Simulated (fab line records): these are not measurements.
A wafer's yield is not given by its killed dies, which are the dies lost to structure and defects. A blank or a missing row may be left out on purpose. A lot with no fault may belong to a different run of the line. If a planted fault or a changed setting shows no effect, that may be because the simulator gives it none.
Lot-split experiment | flow n5-finfet | on a route of 1938 steps: 7 lots, 39 wafers read

SPLIT DETAILS
At N5_HKMG_FIN_ETCH_58 (etches SOC in N2/H2, target depth 215.8 nm, time 741 s), the setting bias-w was moved away from the recipe's 13 W on 12 of the 39 wafers read, by -11.5% to +10.0%. This setting was run at the recipe's value on the other wafers.

The reading comes from the split's own step.

THE READING
rf-vpp-V, in V, at N5_HKMG_FIN_ETCH_58 (etches SOC in N2/H2, target depth 215.8 nm, time 741 s). On this fab line, fault-free wafers typically give 99.0 V with a standard deviation of 0.93 V.

wafer  | tool, chamber at the split | bias-w as run, W | against the recipe | rf-vpp-V, V | against lot-mates on the recipe
L075.1 | rie-diel-06, 0             | 13               | recipe             | 98.6        | -
L075.2 | rie-diel-06, 3             | 13               | recipe             | 99.2        | -
L075.3 | rie-diel-06, 2             | 13               | recipe             | 97.8        | -
L076.1 | rie-diel-05, 1             | 13               | recipe             | 100.9       | -
L076.2 | rie-diel-05, 2             | 13               | recipe             | 98.4        | -
L076.3 | rie-diel-05, 0             | 13               | recipe             | 99.0        | -
L076.4 | rie-diel-05, 3             | 13               | recipe             | 99.3        | -
L076.5 | rie-diel-05, 1             | 13               | recipe             | 98.7        | -
L076.6 | rie-diel-05, 2             | 13               | recipe             | 98.1        | -
L079.1 | rie-diel-01, 2             | 13               | recipe             | 98.9        | -
L079.2 | rie-diel-01, 3             | 13               | recipe             | 99.4        | -
L079.3 | rie-diel-01, 1             | 13               | recipe             | 99.3        | -
L079.4 | rie-diel-01, 0             | 13               | recipe             | 97.3        | -
L079.5 | rie-diel-01, 3             | 13               | recipe             | 100.6       | -
L079.6 | rie-diel-01, 0             | 13               | recipe             | 98.9        | -
L080.1 | rie-diel-01, 1             | 13               | recipe             | 98.5        | -
L080.2 | rie-diel-01, 0             | 13               | recipe             | 98.8        | -
L080.3 | rie-diel-01, 2             | 14.3             | +10.0%             | 105.7       | +6.5
L080.4 | rie-diel-01, 3             | 14.3             | +10.0%             | 106.0       | +6.8
L080.5 | rie-diel-01, 3             | 13               | recipe             | 100.2       | -
L080.6 | rie-diel-01, 0             | 14.3             | +10.0%             | 104.5       | +5.3
L082.1 | rie-diel-06, 0             | 13               | recipe             | 98.7        | -
L082.2 | rie-diel-06, 2             | 11.51            | -11.5%             | 93.4        | -5.7
L082.3 | rie-diel-06, 3             | 13               | recipe             | 99.5        | -
L082.4 | rie-diel-06, 1             | 11.51            | -11.5%             | 89.2        | -9.9
L082.5 | rie-diel-06, 1             | 13               | recipe             | 99.2        | -
L082.6 | rie-diel-06, 2             | 11.51            | -11.5%             | 91.1        | -8.0
L095.1 | rie-diel-01, 2             | 13               | recipe             | 99.7        | -
L095.2 | rie-diel-01, 1             | 11.9             | -8.5%              | 95.5        | -4.3
L095.3 | rie-diel-01, 0             | 11.9             | -8.5%              | 95.3        | -4.5
L095.4 | rie-diel-01, 1             | 11.9             | -8.5%              | 94.4        | -5.4
L095.5 | rie-diel-01, 2             | 13               | recipe             | 99.5        | -
L095.6 | rie-diel-01, 0             | 13               | recipe             | 100.1       | -
L097.1 | rie-diel-01, 0             | 13               | recipe             | 98.9        | -
L097.2 | rie-diel-01, 2             | 11.98            | -7.8%              | 92.1        | -6.9
L097.3 | rie-diel-01, 2             | 11.98            | -7.8%              | 93.1        | -5.9
L097.4 | rie-diel-01, 0             | 13               | recipe             | 99.3        | -
L097.5 | rie-diel-01, 2             | 13               | recipe             | 98.9        | -
L097.6 | rie-diel-01, 0             | 11.98            | -7.8%              | 94.0        | -5.0

FIT RESULTS
A straight line over all 39 wafers: rf-vpp-V changes by +0.643 V for each +1% of bias-w; r = +0.96; the points scatter about the line by 1 V.
The same after taking each lot's own level away (the mean of its wafers on the recipe; 39 wafers): +0.654 V for each +1%; r = +0.97; scatter 0.92 V.
According to that fit, moving bias-w by its largest amount changes the reading by 7.5 V.
Measured against the standard deviation above, the lots' own levels, which go from 98.53 to 99.77 V, span 1.3 times it.
The two slopes agree, so the slope changes little with the lot-to-lot level.
Check: with one of the wafers moved furthest among these (-11.5%) left out of the fit, the line predicts -7.81 V for it against its lot-mates. It came out at -5.73 V against them.
Tool readings at the split's step, against how far the setting was moved: rf-vpp-V r = +0.96.

THE FILE'S OWN FIT
rf-vpp-V changes by +0.657 V for each +1% of bias-w, r = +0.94.
